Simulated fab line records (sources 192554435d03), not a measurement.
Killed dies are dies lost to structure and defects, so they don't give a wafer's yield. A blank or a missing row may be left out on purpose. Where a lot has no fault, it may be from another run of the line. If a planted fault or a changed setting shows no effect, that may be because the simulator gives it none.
Split-lot experiment | flow n5_finfet | 21 wafers read from 7 lots, route of 1938 steps

## ON THE SPLIT
At N5_PASSIVATION_PECVD_35 (deposits SiNx from SiH4/NH3/N2, target thk 700 nm, time 151.3 s), the setting time_s was moved away from the recipe's 151.3 s on 7 of the 21 wafers read, by -13.4% to +13.4%. This setting was run at the recipe's value on the other wafers.

Reading taken at the split's own step.

## THE READING
SiNx_of_PASSIVATION_PECVD_35.thk_nm (the simulator's own value, which no gauge read), in nm, at N5_PASSIVATION_PECVD_35 (deposits SiNx from SiH4/NH3/N2, target thk 700 nm, time 151.3 s). There is no usual value for it anywhere in the file. Average 698.4 nm, standard deviation 9.2 nm, over the 14 wafers here run with the recipe.

wafer  | tool, chamber at the split | time_s as run, s | against the recipe | SiNx_of_PASSIVATION_PECVD_35.thk_nm, nm | against lot-mates on the recipe
L077.2 | pecvd-04, 1                | 151.3            | recipe             | 692.2                                   | -
L077.4 | pecvd-04, 0                | 151.3            | recipe             | 708.8                                   | -
L077.6 | pecvd-04, 1                | 151.3            | recipe             | 699.4                                   | -
L078.3 | pecvd-04, 1                | 138.2            | -8.7%              | 629.2                                   | -63.6
L078.5 | pecvd-04, 0                | 151.3            | recipe             | 692.8                                   | -
L078.6 | pecvd-04, 2                | 138.2            | -8.7%              | 634.4                                   | -58.4
L083.3 | pecvd-03, 0                | 151.3            | recipe             | 697.2                                   | -
L083.4 | pecvd-03, 2                | 151.3            | recipe             | 721                                     | -
L083.5 | pecvd-03, 0                | 169.2            | +11.8%             | 800                                     | +90.9
L085.2 | pecvd-02, 2                | 151.3            | recipe             | 686                                     | -
L085.3 | pecvd-02, 1                | 151.3            | recipe             | 699.8                                   | -
L085.5 | pecvd-02, 1                | 171.6            | +13.4%             | 801.6                                   | +108.7
L086.3 | pecvd-03, 0                | 131              | -13.4%             | 609.4                                   | -96.0
L086.4 | pecvd-03, 1                | 131              | -13.4%             | 605.6                                   | -99.8
L086.6 | pecvd-03, 0                | 151.3            | recipe             | 705.4                                   | -
L089.3 | pecvd-04, 0                | 151.3            | recipe             | 699.8                                   | -
L089.5 | pecvd-04, 1                | 140.2            | -7.3%              | 653.4                                   | -48.7
L089.6 | pecvd-04, 0                | 151.3            | recipe             | 704.4                                   | -
L097.1 | pecvd-02, 2                | 151.3            | recipe             | 683.8                                   | -
L097.4 | pecvd-02, 2                | 151.3            | recipe             | 695                                     | -
L097.5 | pecvd-02, 0                | 151.3            | recipe             | 692.2                                   | -

THE FIT
A straight line over all 21 wafers: SiNx_of_PASSIVATION_PECVD_35.thk_nm changes by +7.42 nm for each +1% of time_s; r = +0.98; the points scatter about the line by 9.2 nm.
The same after taking each lot's own level away (the mean of its wafers on the recipe; 21 wafers): +7.48 nm for each +1%; r = +0.99; scatter 6.2 nm.
Per that fit: largest time_s move, reading shift of 1e+02 nm.
The span of the lots' own levels, 690.33 to 709.10 nm, comes to 2.0 times the standard deviation stated above.
Consequently the slope shifts little with the lot-to-lot level, the two slopes agreeing.
Check: for one of the wafers moved furthest among these (-13.4%), held out of the fit, the line's prediction against its lot-mates is -99.8 nm. It came out at -96 nm against them.

## ADDITIONAL SPLITS CARRIED BY THESE WAFERS
Before the reading, these wafers also passed through other splits. Each is held against what the fit with the lots' levels taken away leaves over:
other split on the same wafers     | wafers away from the commonest value | r with SiNx_of_PASSIVATION_PECVD_35.thk_nm (lot level and that fit taken away)
N5_BEOL_M10_TRENCH_ETCH_37 bias_w  | 4                                    | +0.16
N5_BEOL_M11_EXPOSE_25 dose_mj      | 7                                    | +0.03
N5_BEOL_M11_ETCH_66 time_s         | 6                                    | -0.01
N5_BEOL_M13_SPUTTER_43 time_s      | 6                                    | +0.15
N5_BEOL_M14_ILD_DEP_00 time_s      | 7                                    | -0.07
N5_BEOL_M15_COAT_04 spin_rpm       | 6                                    | -0.12
N5_BEOL_M15_ETCH_59 time_s         | 9                                    | -0.04
N5_MIM_BOT_LITHO_EXPOSE_05 dose_mj | 5                                    | -0.39
N5_MIM_BOT_ETCH_ETCH_04 time_s     | 6                                    | +0.09

## THE FILE'S OWN FIT
SiNx_of_PASSIVATION_PECVD_35.thk_nm changes by +7.53 nm for each +1% of time_s, r = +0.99.
